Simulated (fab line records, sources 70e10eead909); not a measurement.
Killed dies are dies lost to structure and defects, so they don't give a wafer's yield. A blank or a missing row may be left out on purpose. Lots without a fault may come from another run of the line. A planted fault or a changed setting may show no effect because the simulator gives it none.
Chamber matching | flow nand_harc | NHARC_P_STI_DESCUM_14 on rie_diel-10: 4 sister chambers
The step chemistry O2, time 3 s. 4 wafers are shown with their chamber, then 11 later ones without.

WAFERS WITH THEIR CHAMBER
wafer  | chamber | showerhead_plenum_p_Torr (Torr)
L087.1 | 0       | 1.94
L087.3 | 3       | 1.86
L087.4 | 1       | 1.86
L089.2 | 2       | 1.83

WAFERS WITHOUT THEIR CHAMBER
wafer  | showerhead_plenum_p_Torr (Torr)
L089.3 | 1.86
L089.6 | 1.86
L092.2 | 1.94
L092.3 | 1.85
L092.5 | 1.85
L095.2 | 1.94
L095.4 | 1.85
L095.5 | 1.85
L096.1 | 1.83
L096.4 | 1.94
L096.5 | 1.85

WHICH CHAMBER EACH WENT THROUGH
wafer  | from the rows above          | in truth
L089.3 | can't be placed: 1 or 3      | 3
L089.6 | can't be placed: 1 or 3      | 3
L092.2 | 0                            | 0
L092.3 | can't be placed: 1 or 3 or 2 | 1
L092.5 | can't be placed: 1 or 3 or 2 | 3
L095.2 | 0                            | 0
L095.4 | can't be placed: 1 or 3 or 2 | 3
L095.5 | can't be placed: 1 or 3 or 2 | 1
L096.1 | 2                            | 2
L096.4 | 0                            | 0
L096.5 | can't be placed: 1 or 3 or 2 | 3
Placed correctly: 4 of 11. Can't be placed from these rows: 7 (the true chamber is among the candidates in 7). Placed wrongly: 0.
How it was worked out, from the rows above alone: a wafer's distance from a chamber is the root of the sum, over the readings, of the square of ((its reading less the chamber's mean) divided by the reading's scatter). The wafer belongs to the nearest chamber; if the next one is less than 2 further off, it can't be placed. A chamber's mean is the mean of its shown wafers. The scatter: with one shown wafer a chamber, the root of the mean of the squares of how far each hidden wafer lies from its nearest shown one.
